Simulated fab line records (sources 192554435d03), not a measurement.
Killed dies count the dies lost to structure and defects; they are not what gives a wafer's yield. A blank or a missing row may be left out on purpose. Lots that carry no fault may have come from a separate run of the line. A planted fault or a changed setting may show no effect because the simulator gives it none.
Chamber matching ; flow n5-finfet ; 4 sister chambers for N5_GATE_CUT_ALD_22 on ald-sin-03
The step deposits SiNx, target thk 16 nm, pulse time 1 s, ald cycles 320. 8 wafers are shown with their chamber, then 11 later ones without.

## WAFERS, EACH WITH ITS CHAMBER
wafer;chamber;heater-power-w (W);precursor-pulse-height-rel
L084.4;0;772;1.016
L084.6;2;960;0.986
L085.5;1;946;1.007
L085.6;2;939;1.006
L086.1;3;870;0.964
L086.2;0;785;1.015
L086.3;1;938;1.005
L087.1;3;892;0.977

## WAFERS WITH NO CHAMBER GIVEN
wafer;heater-power-w (W);precursor-pulse-height-rel
L087.3;782;1.013
L087.5;929;0.959
L096.1;770;0.991
L096.2;902;1.021
L096.3;911;1.002
L096.4;849;1.009
L096.5;768;0.967
L096.6;913;1.011
L097.1;862;0.976
L097.2;932;1.037
L097.3;926;1.009

## CHAMBER TAKEN BY EACH
wafer;from the rows above;in truth
L087.3;0;0
L087.5;can't be placed: 3 or 2 or 1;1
L096.1;0;0
L096.2;can't be placed: 1 or 2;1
L096.3;can't be placed: 1 or 2 or 3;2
L096.4;can't be placed: 3 or 0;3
L096.5;0;0
L096.6;can't be placed: 1 or 2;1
L097.1;3;3
L097.2;can't be placed: 1 or 2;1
L097.3;can't be placed: 1 or 2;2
4 of 11 placed correctly. Cannot be placed on the basis of these rows: 7; the candidates contain the true chamber in 7. 0 placed wrongly.
How it was worked out, from the rows above alone: a wafer's distance from a chamber is the root of the sum, over the readings, of the square of ((its reading less the chamber's mean) divided by the reading's scatter). If the next closest chamber is less than 2 further off than the closest, the wafer can't be placed; otherwise it belongs to the closest. For every chamber, the mean is computed from those of its wafers that are shown. The scatter: the root of (the sum of the squares of (reading less its chamber's mean) over the shown wafers, divided by (wafers less chambers)).
